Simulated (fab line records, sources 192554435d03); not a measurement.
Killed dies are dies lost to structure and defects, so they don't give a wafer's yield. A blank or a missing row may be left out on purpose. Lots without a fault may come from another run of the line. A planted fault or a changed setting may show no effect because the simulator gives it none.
Chamber matching | flow n5_finfet | N5_BEOL_M2_ETCH_74 on rie_diel-04: 4 sister chambers
The step etches underlayer in N2/H2, target depth 6.5 nm, time 5.2 s. 8 wafers are shown with their chamber, then 7 later ones without.

WAFERS WITH THEIR CHAMBER
wafer  | chamber | drypump_motor_current_A (A) | throttle_valve_pct (%)
L637.6 | 0       | 5.7                         | 17.9
L644.4 | 1       | 5.3                         | 17.5
L644.5 | 2       | 5.8                         | 18.1
L646.1 | 3       | 5.4                         | 17.4
L646.5 | 1       | 5.2                         | 17.5
L646.6 | 2       | 5.8                         | 18.1
L647.3 | 0       | 5.6                         | 17.5
L647.4 | 3       | 5.3                         | 17.3

WAFERS WITHOUT THEIR CHAMBER
wafer  | drypump_motor_current_A (A) | throttle_valve_pct (%)
L647.6 | 5.3                         | 17.4
L649.1 | 5.3                         | 17.5
L649.3 | 5.8                         | 18.1
L649.4 | 5.6                         | 17.5
L652.3 | 5.8                         | 18.1
L652.5 | 5.2                         | 17.5
L652.6 | 5.6                         | 17.6

WHICH CHAMBER EACH WENT THROUGH
wafer  | from the rows above     | in truth
L647.6 | can't be placed: 3 or 1 | 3
L649.1 | can't be placed: 1 or 3 | 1
L649.3 | 2                       | 2
L649.4 | 0                       | 0
L652.3 | 2                       | 2
L652.5 | can't be placed: 1 or 3 | 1
L652.6 | 0                       | 0
Placed correctly: 4 of 7. Can't be placed from these rows: 3 (the true chamber is among the candidates in 3). Placed wrongly: 0.
How it was worked out, from the rows above alone: a wafer's distance from a chamber is the root of the sum, over the readings, of the square of ((its reading less the chamber's mean) divided by the reading's scatter). The wafer belongs to the nearest chamber; if the next one is less than 2 further off, it can't be placed. A chamber's mean is the mean of its shown wafers. The scatter: the root of (the sum of the squares of (reading less its chamber's mean) over the shown wafers, divided by (wafers less chambers)).
